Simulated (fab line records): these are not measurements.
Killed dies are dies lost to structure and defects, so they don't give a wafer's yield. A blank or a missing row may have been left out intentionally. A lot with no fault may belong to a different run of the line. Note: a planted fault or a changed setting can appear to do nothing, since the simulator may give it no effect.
Chamber matching	flow nand_harc	4 sister chambers for NHARC_P_M1_ETCH_35 on rie_diel-03
The step etches the open film in N2/H2, target depth 40 nm, overetch 12 nm, time 43.94 s. 4 wafers are shown with their chamber, then 12 later ones without.

== WAFERS PAIRED WITH THEIR CHAMBERS ==
wafer	chamber	drypump_motor_current_A (A)
L091.3	0	5.4
L092.1	3	4.9
L092.2	2	6.7
L092.4	1	4.9

== WAFERS WITHOUT THEIR CHAMBER ==
wafer	drypump_motor_current_A (A)
L093.1	4.9
L093.3	6.6
L093.5	4.9
L094.2	4.9
L094.4	4.8
L094.6	4.8
L095.2	4.9
L095.4	5.4
L095.5	6.6
L097.2	4.9
L097.3	5.5
L097.4	6.6

== EACH ONE'S CHAMBER ==
wafer	from the rows above	in truth
L093.1	can't be placed: 1 or 3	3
L093.3	2	2
L093.5	can't be placed: 1 or 3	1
L094.2	can't be placed: 1 or 3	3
L094.4	can't be placed: 1 or 3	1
L094.6	can't be placed: 1 or 3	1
L095.2	can't be placed: 1 or 3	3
L095.4	0	0
L095.5	2	2
L097.2	can't be placed: 1 or 3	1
L097.3	0	0
L097.4	2	2
Correct placement for 5 of the 12. Not placeable from these rows: 7 (in 7, the candidates include the true chamber). 0 placed wrongly.
How it was worked out, from the rows above alone: a wafer's distance from a chamber is the root of the sum, over the readings, of the square of ((its reading less the chamber's mean) divided by the reading's scatter). The wafer belongs to the nearest chamber; if the next one is less than 2 further off, it can't be placed. A chamber's mean is the mean of its shown wafers. The scatter: with one shown wafer a chamber, the root of the mean of the squares of how far each hidden wafer lies from its nearest shown one.
